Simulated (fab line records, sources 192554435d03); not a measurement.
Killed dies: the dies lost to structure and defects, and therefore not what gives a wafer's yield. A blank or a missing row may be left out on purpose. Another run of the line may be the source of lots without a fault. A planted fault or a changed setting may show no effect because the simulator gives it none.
3 desks looking at one fault    flow n5Finfet    numbers are kept per desk, each desk with only its own; the story behind them comes last

THE DEFECT DESK
What the inspections along the route counted, lot by lot: means of the sampled wafers that have a number. Any lot whose mean is over 4 standard deviations away from the usual mean is out of limits and marked OUT; that distance is given in the brackets.
Columns: A = rawDefectCount at N5_BEOL_M15_INSPECT_55, usual 64
lot   first seen here  A
L770  day 12 00:32     65
L772  day 12 08:19     77
L778  day 13 16:11     55
L779  day 13 22:34     64
L785  day 15 01:23     60
This desk found nothing out of limits on any of the 5 lots.

TOOL OWNER'S DESK, pvdSputter-01
The tool's own readings at N5_MIM_BOT_SPUTTER_00 (material TiN, target thk 35 nm, time 89.7 s): means of the sampled wafers that have a number, for each lot that ran on this tool. Any lot whose mean is over 4 standard deviations away from the usual mean is out of limits and marked OUT; that distance is given in the brackets.
Columns: A = throttleValvePct at N5_MIM_BOT_SPUTTER_00, usual 29.5 %
lot   first seen here  A
L770  day 12 02:47     29.3
L778  day 13 18:01     29.3
L785  day 15 03:01     29.9
This desk found nothing out of limits on any of the 3 lots.

THE METROLOGY DESK
What the gauges read for every lot (on any tool): the sampled wafers with a number, averaged. Any lot whose mean is over 4 standard deviations away from the usual mean is out of limits and marked OUT; that distance is given in the brackets. Of its 23 readings 7 are shown: those that lie furthest out on some lot.
Columns: A = M15_THK at N5_BEOL_M15_THK_MEAS_50, usual 860 nm; B = COMB_M10 at N5_BEOL_M15_RC_MEAS_101, usual 1.5e-11 S/m; C = COMB_M13 at N5_BEOL_M15_RC_MEAS_101, usual 4.7e-12 S/m; D = COMB_M5 at N5_BEOL_M15_RC_MEAS_101, usual 3.6e-11 S/m; E = COMB_M6 at N5_BEOL_M15_RC_MEAS_101, usual 2.5e-11 S/m; F = SERP_M11 at N5_BEOL_M15_RC_MEAS_101, usual 3.08 ohm/um; G = SERP_M6 at N5_BEOL_M15_RC_MEAS_101, usual 13.8 ohm/um
lot   first seen here  A    B        C        D        E        F     G
L770  day 12 00:23     868  1.4e-11  4.6e-12  3.4e-11  3.1e-11  3.08  13.7
L772  day 12 08:09     868  1.4e-11  4.7e-12  3.8e-11  2.1e-11  3.05  13.0
L778  day 13 16:00     843  1.9e-11  6.3e-12  4.0e-11  2.5e-11  2.97  13.3
L779  day 13 22:24     880  1.8e-11  4.4e-12  3.0e-11  2.1e-11  3.03  13.0
L785  day 15 01:14     869  1.4e-11  3.5e-12  2.6e-11  3.0e-11  3.07  14.3
This desk found nothing out of limits on any of the 5 lots.

BROUGHT TOGETHER
No out-of-limits result turned up at the defect desk.
Nothing out of limits was seen by the tool owner's desk.
Nothing out of limits was seen by the metrology desk.

WHAT THE SIMULATOR PUT IN
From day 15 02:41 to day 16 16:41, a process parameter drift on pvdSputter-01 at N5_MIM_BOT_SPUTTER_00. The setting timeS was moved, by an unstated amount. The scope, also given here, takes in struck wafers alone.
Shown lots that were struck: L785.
